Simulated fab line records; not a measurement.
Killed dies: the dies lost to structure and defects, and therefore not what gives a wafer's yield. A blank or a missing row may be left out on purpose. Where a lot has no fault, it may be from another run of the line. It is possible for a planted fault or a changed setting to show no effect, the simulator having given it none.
The tool behind it: which one? ; flow n5_finfet ; Sampling: 10 lots, 27 wafers, 5 of 1938 route steps

WHAT EACH GAUGE READ, for each wafer
N5_DUMMY_GATE_INSPECT_27: inspects for defects (brightfield). Usual: 301 for raw_defect_count, sd 59.
lot;measured;on;raw_defect_count;flag
L668;day 3 03:58;defect_inspect-02;247 293 257;
L669;day 3 10:04;defect_inspect-01;278 327 329;
L670;day 3 19:37;defect_inspect-01;225 252 289;
L671;day 3 23:42;defect_inspect-02;265 303 253;
L672;day 4 03:27;defect_inspect-01;420 368 373;
L673;day 4 06:26;defect_inspect-01;291 222 263;
L678;day 5 13:55;defect_inspect-01;342 336;
L688;day 8 00:43;defect_inspect-01;233 293;
L689;day 8 07:28;defect_inspect-02;251 246;
L690;day 8 11:13;defect_inspect-01;365 254 265;

N5_BEOL_M4_RC_MEAS_101. Usual: DIBL_N 36.5 mV/V, standard deviation 2.2; DIBL_P 36.9 mV/V, standard deviation 2.9; IOFF_N 0.17 nA/um, standard deviation 0.044; IOFF_P 0.22 nA/um, standard deviation 0.052; ION_N 671 uA/um, standard deviation 16; ION_P 461 uA/um, standard deviation 10; SS_N 71.6 mV/dec, standard deviation 0.73; SS_P 73.5 mV/dec, standard deviation 0.79; VT_N 250 mV, standard deviation 4.1; VT_P -250 mV, standard deviation 4.1.
lot;measured;on;DIBL_N (mV/V);DIBL_P (mV/V);IOFF_N (nA/um);IOFF_P (nA/um);ION_N (uA/um);ION_P (uA/um);SS_N (mV/dec);SS_P (mV/dec);VT_N (mV);VT_P (mV);flag
L668;day 8 10:38;prober-01;34.2 35.1 32.4;34.7 37.1 30.0;0.12 0.13 0.09;0.16 0.19 0.10;667 674 647;455 463 440;70.9 71.0 70.4;72.1 72.9 71.1;253 252 260;-255 -254 -262;
L669;day 9 04:32;prober-02;35.9 36.7 35.2;36.2 36.3 36.0;0.15 0.15 0.14;0.21 0.20 0.21;666 656 664;459 453 461;70.7 71.3 71.9;73.0 73.7 73.2;249 250 253;-249 -252 -248;
L670;day 9 11:28;prober-01;34.2 37.0 35.7;34.5 38.1 37.1;0.11 0.16 0.13;0.18 0.22 0.21;655 655 668;451 448 463;71.1 72.2 71.2;72.1 73.3 72.9;258 250 252;-254 -252 -251;
L671;day 9 15:00;prober-01;37.2 35.6 36.1;35.2 36.2 35.9;0.16 0.14 0.15;0.19 0.22 0.22;653 658 670;439 462 457;72.2 71.2 71.4;72.8 72.7 73.2;253 254 253;-253 -250 -251;
L672;day 9 17:33;prober-02;35.4 36.6 31.5;33.8 36.8 31.6;0.14 0.15 0.09;0.16 0.21 0.14;645 653 640;443 449 446;71.9 72.1 70.9;72.2 73.5 71.8;251 252 257;-253 -249 -253;
L673;day 9 15:44;prober-02;36.2 35.3 36.0;37.7 36.1 37.1;0.19 0.17 0.16;0.27 0.24 0.24;680 671 668;476 462 467;71.6 70.7 71.7;73.3 73.0 74.0;245 249 251;-245 -247 -249;
L678;day 11 12:47;prober-02;37.0 37.4;37.6 38.7;0.19 0.18;0.21 0.23;676 681;452 466;71.7 71.3;73.4 74.4;246 245;-252 -249;
L688;day 14 03:44;prober-02;35.1 40.6;34.2 41.2;0.16 0.31;0.24 0.38;682 707;478 487;71.1 72.5;72.9 74.8;251 241;-243 -238;
L689;day 14 06:13;prober-02;38.1 36.0;37.4 34.1;0.16 0.12;0.24 0.16;648 654;447 448;71.6 71.5;74.0 72.8;252 256;-250 -254;
L690;day 14 05:49;prober-01;35.3 38.1 37.8;35.5 38.7 39.4;0.14 0.18 0.17;0.18 0.23 0.25;666 674 668;461 463 461;70.9 71.7 71.4;73.1 74.3 74.4;250 247 248;-252 -249 -252;

WHICH TOOL RAN EACH LOT (tool, then ch and the chambers of the sampled wafers, then the start)
lot;N5_SD_EPI_N_ETCH_34;N5_SD_EPI_N_ETCHBACK_44;N5_SD_EPI_N_ETCH_45
L668;rie_diel-02 ch 0,2,3, day 3 05:05;rie_diel-02 ch 0,2,3, day 3 05:28;rie_diel-02 ch 0,2,3, day 3 05:34
L669;rie_diel-05 ch 1,2,3, day 3 11:04;rie_diel-05 ch 1,2,3, day 3 11:26;rie_diel-05 ch 1,2,3, day 3 11:32
L670;rie_diel-06 ch 0,1,2, day 3 20:50;rie_diel-06 ch 0,1,2, day 3 21:14;rie_diel-06 ch 0,1,2, day 3 21:20
L671;rie_diel-05 ch 1,2,3, day 4 02:04;rie_diel-05 ch 1,2,3, day 4 02:26;rie_diel-05 ch 1,2,3, day 4 02:32
L672;rie_diel-05 ch 0,1,2, day 4 04:43;rie_diel-05 ch 0,1,2, day 4 05:05;rie_diel-05 ch 0,1,2, day 4 05:11
L673;rie_diel-05 ch 0,1,3, day 4 07:41;rie_diel-05 ch 0,1,3, day 4 08:04;rie_diel-05 ch 0,1,3, day 4 08:10
L678;rie_diel-05 ch 0,1, day 5 14:55;rie_diel-05 ch 0,1, day 5 15:18;rie_diel-05 ch 0,1, day 5 15:24
L688;rie_diel-06 ch 0,1, day 8 01:43;rie_diel-06 ch 0,1, day 8 02:05;rie_diel-06 ch 0,1, day 8 02:11
L689;rie_diel-06 ch 3, day 8 08:37;rie_diel-06 ch 3, day 8 09:11;rie_diel-06 ch 3, day 8 09:20
L690;rie_diel-02 ch 1,2, day 8 13:17;rie_diel-02 ch 1,2, day 8 13:40;rie_diel-02 ch 1,2, day 8 13:46
- N5_SD_EPI_N_ETCH_34: etches SiARC in CF4, target depth 45.5 nm, time 75.8 s.
- N5_SD_EPI_N_ETCHBACK_44: etches SiNx in CH3F/O2, stops on SiO2, target depth 14.5 nm.
- N5_SD_EPI_N_ETCH_45: etches SiOCN in CH3F/O2, target depth 6 nm.

WHAT THE TOOLS THEMSELVES READ (means of the sampled wafers that have a number; where no wafer has one, the mark that the record gives instead)
N5_SD_EPI_N_ETCH_34. Usual: drypump_motor_current_A 5.6 A, standard deviation 0.53; etch_rf_on_time_s 77.0 s, standard deviation 2.6; oes_product_au 0.67 a.u., standard deviation 0.07; rf_vpp_V 184.2 V, standard deviation 1; showerhead_plenum_p_Torr 2.15 Torr, standard deviation 0.048; throttle_valve_pct 15.53 %, standard deviation 0.29.
lot;tool;drypump_motor_current_A (A);etch_rf_on_time_s (s);oes_product_au (a.u.);rf_vpp_V (V);showerhead_plenum_p_Torr (Torr);throttle_valve_pct (%);flag
L668;rie_diel-02;5.5;75.3;0.63;185.4;2.21;15.85;
L669;rie_diel-05;5.5;79.1;0.66;184.1;2.16;15.48;
L670;rie_diel-06;5.7;77.2;0.66;185.9;2.19;15.47;
L671;rie_diel-05;5.5;78.4;0.66;184.3;2.16;15.48;
L672;rie_diel-05;5.7;78.6;0.69;183.4;2.11;15.42;
L673;rie_diel-05;5.6;78.1;0.64;184.6;2.15;15.54;
L678;rie_diel-05;5.6;79.6;0.64;183.8;2.12;15.48;
L688;rie_diel-06;5.8;75.7;0.68;184.3;2.19;15.43;
L689;rie_diel-06;4.8;78.8;0.74;183.2;2.10;15.09;
L690;rie_diel-02;5.6;74.6;0.64;183.8;2.16;15.78;

N5_SD_EPI_N_ETCHBACK_44. Usual: drypump_motor_current_A 5.6 A, standard deviation 0.53; oes_product_au 0.67 a.u., standard deviation 0.068; rf_vpp_V 293 V, standard deviation 7.8; showerhead_plenum_p_Torr 2.02 Torr, standard deviation 0.048; throttle_valve_pct 16.29 %, standard deviation 0.28.
lot;tool;drypump_motor_current_A (A);oes_product_au (a.u.);rf_vpp_V (V);showerhead_plenum_p_Torr (Torr);throttle_valve_pct (%);flag
L668;rie_diel-02;5.5;0.62;295;2.08;16.61;
L669;rie_diel-05;5.5;0.68;292;2.02;16.20;
L670;rie_diel-06;5.7;0.67;296;2.06;16.26;
L671;rie_diel-05;5.5;0.68;290;2.02;16.22;
L672;rie_diel-05;5.7;0.70;285;1.98;16.19;
L673;rie_diel-05;5.6;0.65;293;2.01;16.27;
L678;rie_diel-05;5.6;0.66;289;1.98;16.27;
L688;rie_diel-06;5.8;0.68;292;2.05;16.23;
L689;rie_diel-06;4.8;0.76;302;1.95;15.78;
L690;rie_diel-02;5.5;0.64;296;2.03;16.59;

N5_SD_EPI_N_ETCH_45. Usual: drypump_motor_current_A 5.6 A, standard deviation 0.53; oes_product_au 0.78 a.u., standard deviation 0.083; rf_vpp_V 127.5 V, standard deviation 1; showerhead_plenum_p_Torr 2.01 Torr, standard deviation 0.048; throttle_valve_pct 23.23 %, standard deviation 0.26.
lot;tool;drypump_motor_current_A (A);oes_product_au (a.u.);rf_vpp_V (V);showerhead_plenum_p_Torr (Torr);throttle_valve_pct (%);flag
L668;rie_diel-02;5.5;0.72;128.7;2.07;23.54;
L669;rie_diel-05;5.5;0.77;127.7;2.01;23.16;
L670;rie_diel-06;5.7;0.78;128.4;2.05;23.18;
L671;rie_diel-05;5.5;0.78;127.1;2.01;23.16;
L672;rie_diel-05;5.7;0.81;126.5;1.97;23.14;
L673;rie_diel-05;5.6;0.75;126.6;2.00;23.19;
L678;rie_diel-05;5.6;1.03;127.5;1.98;23.19;OFF
L688;rie_diel-06;5.8;0.78;128.1;2.04;23.21;
L689;rie_diel-06;4.8;0.89;127.6;1.95;22.75;
L690;rie_diel-02;5.5;0.74;126.9;2.03;23.58;

THE ANSWER, worked out from the rows above alone
Rule: lot off if the mean of its wafers having a number is beyond 3 standard deviations from the usual mean. Also off: a lot with no number at a reading for which 4 or more lots have one. All remaining lots with rows at the step are treated as sound. First the gauges in route order, then the tools' own readings, where a lot's mean is used as printed above. At the first step where some lot is off, the reading lying furthest off is the one used; lots without a number count as furthest.
Off at N5_SD_EPI_N_ETCH_45 (oes_product_au): L678.
If a tool, at that step or one of the process steps before it, ran each lot that is off and ran no sound lot following the first of them, it fits. One fits: N5_SD_EPI_N_ETCH_34 and N5_SD_EPI_N_ETCHBACK_44 and N5_SD_EPI_N_ETCH_45 on rie_diel-05. At N5_SD_EPI_N_ETCH_34 its last sound lot is L673 (day 4 07:41), its first lot that is off L678 (day 5 14:55): a fault that began between those two fits.

WHAT HAD BEEN PUT IN BY THE SIMULATOR
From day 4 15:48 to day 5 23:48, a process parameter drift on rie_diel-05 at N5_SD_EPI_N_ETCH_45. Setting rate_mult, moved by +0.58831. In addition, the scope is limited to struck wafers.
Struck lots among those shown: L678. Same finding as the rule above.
